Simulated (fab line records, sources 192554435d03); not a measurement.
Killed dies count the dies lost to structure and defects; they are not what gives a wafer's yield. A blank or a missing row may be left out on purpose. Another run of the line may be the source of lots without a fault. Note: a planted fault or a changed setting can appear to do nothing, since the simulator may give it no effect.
2 desks, one fault | flow n5Finfet | each desk holds nothing but its own numbers, with what lay behind them at the end

== TOOL OWNER'S DESK, pvdSputter-01 ==
The tool's own readings at N5_BEOL_M7_PRE_CLEAN_45 (time 30 s): means of the sampled wafers that have a number, for each lot that ran on this tool. A lot is out of limits, marked OUT, if its mean lies more than 4 standard deviations from the usual mean; the brackets give that distance.
Columns: A = heaterPowerW at N5_BEOL_M7_PRE_CLEAN_45, usual 342 W
lot  | first seen here | A
L826 | day 9 21:23     | 383
L833 | day 11 03:53    | 334
This desk's verdict: no lot among the 2 shows anything out of limits.

== AT THE METROLOGY DESK ==
What the gauges read, lot by lot, whatever tool the lot ran on: means of the sampled wafers that have a number. A lot is out of limits, marked OUT, if its mean lies more than 4 standard deviations from the usual mean; the brackets give that distance.
Columns: A = cdNm at N5_PASSIVATION_CD_MEAS_10, usual 3000.5 nm; B = TV_OVL at N5_PASSIVATION_OVL_MEAS_60, usual -2 nm; C = cdNm at N5_PASSIVATION_CD_MEAS_44, usual 40000 nm
lot  | first seen here | A      | B   | C
L825 | day 12 00:33    | 3000.1 | 6   | 40005
L826 | day 12 13:14    | 3001.1 | -5  | 39996
L829 | day 12 18:36    | 2999.9 | -2  | 39996
L833 | day 13 12:16    | 3002.2 | -10 | 40004
L837 | day 15 00:08    | 2999.6 | -9  | 40001
L838 | day 15 18:48    | 3001.1 | -3  | 40000
L846 | day 17 09:41    | 2999.6 | -1  | 39997
L845 | day 17 09:52    | 3000.1 | -1  | 40002
L847 | day 17 19:30    | 3001.1 | 4   | 40001
L848 | day 18 01:12    | 3000.0 | 1   | 40001
This desk's verdict: no lot among the 10 shows anything out of limits.

== ALL TOGETHER ==
Nothing out of limits was seen by the tool owner's desk.
The metrology desk saw nothing out of limits.

== WHAT WAS PUT IN BY THE SIMULATOR ==
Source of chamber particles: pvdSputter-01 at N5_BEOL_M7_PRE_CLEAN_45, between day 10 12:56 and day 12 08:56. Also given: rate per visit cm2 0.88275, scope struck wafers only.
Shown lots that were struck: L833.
